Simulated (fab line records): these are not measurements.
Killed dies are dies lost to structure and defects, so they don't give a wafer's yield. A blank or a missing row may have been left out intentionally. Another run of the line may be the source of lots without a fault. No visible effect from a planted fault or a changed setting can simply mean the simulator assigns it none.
Lot-split experiment ; flow n5-finfet ; route with 1938 steps; 7 lots, 21 wafers read

== ON THE SPLIT ==
At N5_BEOL_M10_COAT_22 (resist thk 90 nm), the setting spin-rpm was moved away from the recipe's 1500 rpm on 8 of the 21 wafers read, by -11.0% to +10.6%. This setting was run at the recipe's value on the other wafers.

Reading taken at the split's own step.

== THE READING ==
CAR-ArF_of_BEOL_M10_COAT_22.thk-nm (the simulator's own value, which no gauge read), in nm, at N5_BEOL_M10_COAT_22 (resist thk 90 nm). The file does not state a usual value for it. Average 90.3 nm, standard deviation 0.25 nm, over the 13 wafers here run with the recipe.

wafer;tool, chamber at the split;spin-rpm as run, rpm;against the recipe;CAR-ArF_of_BEOL_M10_COAT_22.thk-nm, nm;against lot-mates on the recipe
L074.2;litho-track-01, 0;1500;recipe;90;-
L074.3;litho-track-01, 0;1500;recipe;89.8;-
L074.4;litho-track-01, 0;1401;-6.6%;93.4;+3.5
L080.2;litho-track-05, 0;1500;recipe;90.2;-
L080.3;litho-track-05, 0;1659;+10.6%;85.8;-4.5
L080.6;litho-track-05, 0;1500;recipe;90.4;-
L082.4;litho-track-01, 0;1335;-11.0%;95.8;+5.4
L082.5;litho-track-01, 0;1335;-11.0%;95.8;+5.4
L082.6;litho-track-01, 0;1500;recipe;90.4;-
L086.1;litho-track-03, 0;1500;recipe;90.2;-
L086.4;litho-track-03, 0;1500;recipe;90.4;-
L086.5;litho-track-03, 0;1500;recipe;90.6;-
L089.1;litho-track-03, 0;1500;recipe;90.2;-
L089.4;litho-track-03, 0;1500;recipe;90.6;-
L089.6;litho-track-03, 0;1500;recipe;90.4;-
L091.1;litho-track-01, 0;1351;-9.9%;95.2;+5.0
L091.4;litho-track-01, 0;1500;recipe;90.2;-
L091.6;litho-track-01, 0;1351;-9.9%;95;+4.8
L093.3;litho-track-03, 0;1500;recipe;90.8;-
L093.4;litho-track-03, 0;1565;+4.3%;88.8;-2.0
L093.6;litho-track-03, 0;1565;+4.3%;88.8;-2.0

THE FIT
A straight line over all 21 wafers: CAR-ArF_of_BEOL_M10_COAT_22.thk-nm changes by -0.464 nm for each +1% of spin-rpm; r = -0.99; the points scatter about the line by 0.28 nm.
The same after taking each lot's own level away (the mean of its wafers on the recipe; 21 wafers): -0.477 nm for each +1%; r = -1.00; scatter 0.18 nm.
The reading moves by 5.2 nm for the largest change in spin-rpm, on that fit.
The lots' own levels span 89.90 to 90.80 nm, that is 3.5 times the standard deviation above.
Consequently the slope shifts little with the lot-to-lot level, the two slopes agreeing.
Check: +5.31 nm against its lot-mates is what the line predicts for one of the wafers moved furthest among these (-11.0%) when that wafer is left out of the fit. Against them it came out at +5.4 nm.

== THE OTHER SPLITS THESE WAFERS WENT THROUGH ==
Other splits were also applied to these wafers ahead of the reading. Each is held against what the fit with the lots' levels taken away leaves over:
other split on the same wafers;wafers away from the commonest value;r with CAR-ArF_of_BEOL_M10_COAT_22.thk-nm (lot level and that fit taken away)
N5_BEOL_M3_COAT_68 spin-rpm;4;+0.14
N5_BEOL_M6_COAT_59 spin-rpm;5;-0.23
N5_BEOL_M6_ETCH_61 bias-w;5;-0.10
N5_BEOL_M6_ETCH_66 bias-w;3;+0.12
N5_BEOL_M7_ETCH_41 source-w;7;-0.27
N5_BEOL_M8_COAT_64 spin-rpm;7;-0.12
N5_BEOL_M8_COAT_22 spin-rpm;9;-0.12
N5_BEOL_M9_ETCH_62 time-s;10;-0.25
N5_BEOL_M9_EXPOSE_25 dose-mj;6;-0.13

== THE FILE'S OWN FIT ==
CAR-ArF_of_BEOL_M10_COAT_22.thk-nm changes by -0.476 nm for each +1% of spin-rpm, r = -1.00.
